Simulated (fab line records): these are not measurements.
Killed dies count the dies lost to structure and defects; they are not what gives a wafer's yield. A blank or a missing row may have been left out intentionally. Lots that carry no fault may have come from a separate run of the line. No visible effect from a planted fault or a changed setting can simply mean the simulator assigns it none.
Chamber matching ; flow n5_finfet ; rie_diel-01 running N5_BEOL_M3_ETCH_64: 4 sister chambers
The step etches SOC in N2/H2, target depth 75 nm, overetch 15 nm, time 112.5 s. 4 wafers are shown with their chamber, then 11 later ones without.

== WAFERS, EACH WITH ITS CHAMBER ==
wafer;chamber;showerhead_plenum_p_Torr (Torr)
L083.2;1;2.42
L083.4;3;2.43
L087.6;0;2.48
L088.1;2;2.55

== WAFERS MISSING THEIR CHAMBER ==
wafer;showerhead_plenum_p_Torr (Torr)
L088.3;2.47
L088.4;2.55
L094.1;2.47
L094.2;2.54
L094.5;2.54
L095.2;2.47
L095.3;2.54
L095.4;2.41
L097.2;2.42
L097.3;2.41
L097.4;2.47

== WHICH CHAMBER EACH WENT THROUGH ==
wafer;from the rows above;in truth
L088.3;0;0
L088.4;2;2
L094.1;0;0
L094.2;2;2
L094.5;2;2
L095.2;0;0
L095.3;2;2
L095.4;can't be placed: 1 or 3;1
L097.2;can't be placed: 1 or 3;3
L097.3;can't be placed: 1 or 3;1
L097.4;0;0
Correct placement for 8 of the 11. Cannot be placed on the basis of these rows: 3; the candidates contain the true chamber in 3. Placed wrongly: 0.
How it was worked out, from the rows above alone: a wafer's distance from a chamber is the root of the sum, over the readings, of the square of ((its reading less the chamber's mean) divided by the reading's scatter). The wafer belongs to the nearest chamber; if the next one is less than 2 further off, it can't be placed. For every chamber, the mean is computed from those of its wafers that are shown. The scatter (one wafer shown for each chamber): square how far every hidden wafer sits from the nearest shown wafer, average those squares and take the square root.
